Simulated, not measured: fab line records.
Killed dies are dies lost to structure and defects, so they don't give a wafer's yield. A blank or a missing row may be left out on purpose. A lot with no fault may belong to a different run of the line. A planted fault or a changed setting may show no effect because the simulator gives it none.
Matching of chambers / flow nand-harc / 3 sister chambers for NHARC_A_STAIRCASE_DEP_322 on pecvd-03
The step deposits SiO2, target thk 7200 nm. 14 wafers are shown with their chamber, then 7 later ones without.

## WAFERS, EACH WITH ITS CHAMBER
wafer=L075.3; chamber=1; heater-power-w (W)=701; rf-fwd-power-W (W)=499.9
wafer=L075.5; chamber=0; heater-power-w (W)=600; rf-fwd-power-W (W)=502.0
wafer=L075.6; chamber=2; heater-power-w (W)=636; rf-fwd-power-W (W)=497.8
wafer=L081.2; chamber=2; heater-power-w (W)=756; rf-fwd-power-W (W)=502.3
wafer=L081.3; chamber=1; heater-power-w (W)=711; rf-fwd-power-W (W)=499.1
wafer=L081.5; chamber=2; heater-power-w (W)=618; rf-fwd-power-W (W)=503.6
wafer=L085.2; chamber=0; heater-power-w (W)=744; rf-fwd-power-W (W)=500.4
wafer=L085.3; chamber=1; heater-power-w (W)=675; rf-fwd-power-W (W)=500.2
wafer=L085.4; chamber=2; heater-power-w (W)=632; rf-fwd-power-W (W)=498.0
wafer=L093.4; chamber=2; heater-power-w (W)=665; rf-fwd-power-W (W)=498.4
wafer=L093.5; chamber=0; heater-power-w (W)=592; rf-fwd-power-W (W)=499.2
wafer=L093.6; chamber=1; heater-power-w (W)=617; rf-fwd-power-W (W)=500.3
wafer=L092.4; chamber=0; heater-power-w (W)=585; rf-fwd-power-W (W)=499.7
wafer=L092.5; chamber=1; heater-power-w (W)=631; rf-fwd-power-W (W)=499.1

SIGNATURES, as means of the wafers listed above
reading=heater-power-w; chamber 0=630.25; chamber 1=667.00; chamber 2=661.40; scatter within a chamber=57.7
reading=rf-fwd-power-W; chamber 0=500.325; chamber 1=499.720; chamber 2=500.020; scatter within a chamber=1.8
Rule: a wafer lies at a distance from a chamber equal to the root of the sum of squares, over the readings, of (its reading less the chamber's mean, divided by the reading's scatter). The wafer belongs to the nearest chamber; if the next one is less than 2 further off, it can't be placed. The scatter is the square root of a quotient: the sum, over the shown wafers, of each reading's squared deviation from its chamber's mean, divided by wafers minus chambers.

## WAFERS WITH NO CHAMBER GIVEN
wafer=L092.6; heater-power-w (W)=660; rf-fwd-power-W (W)=502.7
wafer=L096.2; heater-power-w (W)=731; rf-fwd-power-W (W)=502.0
wafer=L096.3; heater-power-w (W)=839; rf-fwd-power-W (W)=499.5
wafer=L096.5; heater-power-w (W)=628; rf-fwd-power-W (W)=499.9
wafer=L094.1; heater-power-w (W)=766; rf-fwd-power-W (W)=498.1
wafer=L094.2; heater-power-w (W)=742; rf-fwd-power-W (W)=502.2
wafer=L094.4; heater-power-w (W)=692; rf-fwd-power-W (W)=498.5

## CHAMBER TAKEN BY EACH
wafer=L092.6; from the rows above=can't be placed: 0 or 2 or 1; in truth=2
wafer=L096.2; from the rows above=can't be placed: 2 or 1 or 0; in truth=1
wafer=L096.3; from the rows above=can't be placed: 1 or 2 or 0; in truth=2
wafer=L096.5; from the rows above=can't be placed: 0 or 2 or 1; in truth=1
wafer=L094.1; from the rows above=can't be placed: 1 or 2 or 0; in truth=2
wafer=L094.2; from the rows above=can't be placed: 2 or 1 or 0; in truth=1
wafer=L094.4; from the rows above=can't be placed: 1 or 2 or 0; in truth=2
Placed correctly: 0 of 7. Can't be placed from these rows: 7 (the true chamber is among the candidates in 7). Placed wrongly: 0.
